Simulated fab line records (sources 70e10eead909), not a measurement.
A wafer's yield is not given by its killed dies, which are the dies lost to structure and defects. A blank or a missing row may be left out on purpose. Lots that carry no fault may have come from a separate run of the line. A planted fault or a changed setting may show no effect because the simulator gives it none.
Comparing a struck lot with a sound one | flow nandHarc | 16 out of 1302 route steps
Sound: the wafers L150.4, L150.5, L150.6. Struck: wafer L149.6; the same lot's L149.2 was not struck, so it is left out; see the end for the cause.
Per side, at each step with rows, come the tool, then ch with its chambers, and then its first start. Under that, the readings that differ: sound wafers | struck wafers | difference of the means | sigmas: that difference in standard deviations of wafers without a fault.
alike: words and numbers the same on both sides, and readings whose means are apart by under 2 such deviations; not compared: readings that were withheld, readings missing a value for some wafer, numbers with overlapping values and no deviation given by the record, and bounds like >300 which may hide the same value.
The two part at a step that has a row with sigmas, a row that says differs or no value, or rows on one side only. Numbers that have no deviation but don't overlap get no sigmas and don't part them. A reading that every wafer of one side lacks parts them only if that side has two wafers or more.

first, 1 step without rows for these wafers: NHARC_P_M0_DESCUM_14 (chemistry O2, time 3 s).
NHARC_P_M0_ETCH_34: etches the open film in N2/H2, target depth 40 nm, overetch 12 nm, time 43.94 s.
  sound on rieDiel-09 ch 0,3, day 13 21:02; struck on rieDiel-09 ch 0, day 13 13:39
  alike: drypumpMotorCurrentA, oesProductAu, rfVppV, showerheadPlenumPTorr, throttleValvePct
  not compared: rfHoursCounterH
then, 1 step without rows for these wafers: NHARC_P_M0_ETCH_15 (etches the open film in C4F8/Ar, target depth 150 nm, overetch 15 nm, time 82.5 s).
NHARC_P_M0_CD_MEAS_16:
  sound on cdSem-01, day 13 21:16; struck on cdSem-02, day 13 13:52
  alike: cdNm
then, 2 steps without rows for these wafers: NHARC_P_M0_STRIP_18 (strips in N2/H2); NHARC_P_M0_STRIP_19 (strips in post etch residue remover, time 600 s).
NHARC_P_M0_DEGAS_28: time 60 s.
  sound on pvdSputter-03, day 13 21:53; struck on pvdSputter-02, day 13 14:29
  alike: heaterPowerW
NHARC_P_M0_PRE_CLEAN_29: time 30 s.
  sound on pvdSputter-03; struck on pvdSputter-02
  alike: heaterPowerW
then, 1 step without rows for these wafers: NHARC_P_M0_PVD_20 (deposits TaN, target thk 5 nm, time 8.06 s).
NHARC_P_M0_PVD_21: deposits Cu, target thk 30 nm, time 20.49 s.
  sound on pvdSputter-03; struck on pvdSputter-02
  alike: throttleValvePct
then, 1 step without rows for these wafers: NHARC_P_M0_ECD_22 (material Cu, target thk 400 nm).
NHARC_P_M0_ANNEAL_30: time 90 s.
  sound on rtpAnneal-01 ch 0, day 13 22:45; struck on rtpAnneal-01 ch 0, day 13 15:16
  alike: wafer_temp_C_max
NHARC_P_M0_CMP_23: polishes, t overpolish 20 s, target thk 117.54 nm.
  sound on cmp-02 ch 0,2,3, day 13 23:00; struck on cmp-03 ch 0, day 13 15:38
reading             | sound          | struck | difference | sigmas
timeToEndpointS (s) | 27.4 25.2 23.4 | 10.7   | -14.6      | -6
  alike: motorCurrentA
NHARC_P_M0_THK_MEAS_24: measures by xrf.
  sound on filmMetro-01, day 13 23:17; struck on filmMetro-01, day 13 15:52
reading    | sound             | struck | difference | sigmas
thkNm (nm) | 118.6 116.7 116.3 | 112.5  | -4.7       | -4
next, for these wafers, 1 step has no rows: NHARC_P_M0_SRD_25.
-- break in the record here, with 19 days between the starts of the struck wafers on either side (left off in module P_M0, picked up again in module END, where the first step shown is number 1302 on the route) --
NHARC_END_SORT_01:
  sound on prober-01 ch 0, day 32 19:59; struck on prober-02 ch 0, day 32 07:16
reading             | sound       | struck | difference | sigmas
sort_bin_4_pct (%)  | 6.8 7.1 6.9 | 3.4    | -3.5       | -2
sortRimYieldPct (%) | 91 89 90    | 99     | +9         | +3
  alike: defectLimitedYield, killedAtArray, killedAtOther, killedAtPeriphery, killedDies, killedOpen, killedShort, sort_bin_2_pct, sort_bin_3_pct, sortNPass, sortYieldPct

== WHERE THEY PART ==
Earliest at NHARC_P_M0_CMP_23; latest, in this record, at NHARC_END_SORT_01.

WHY: what the simulator had put in
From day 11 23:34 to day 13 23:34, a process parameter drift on cmp-03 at NHARC_P_M0_CMP_23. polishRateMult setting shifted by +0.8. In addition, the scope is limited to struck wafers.
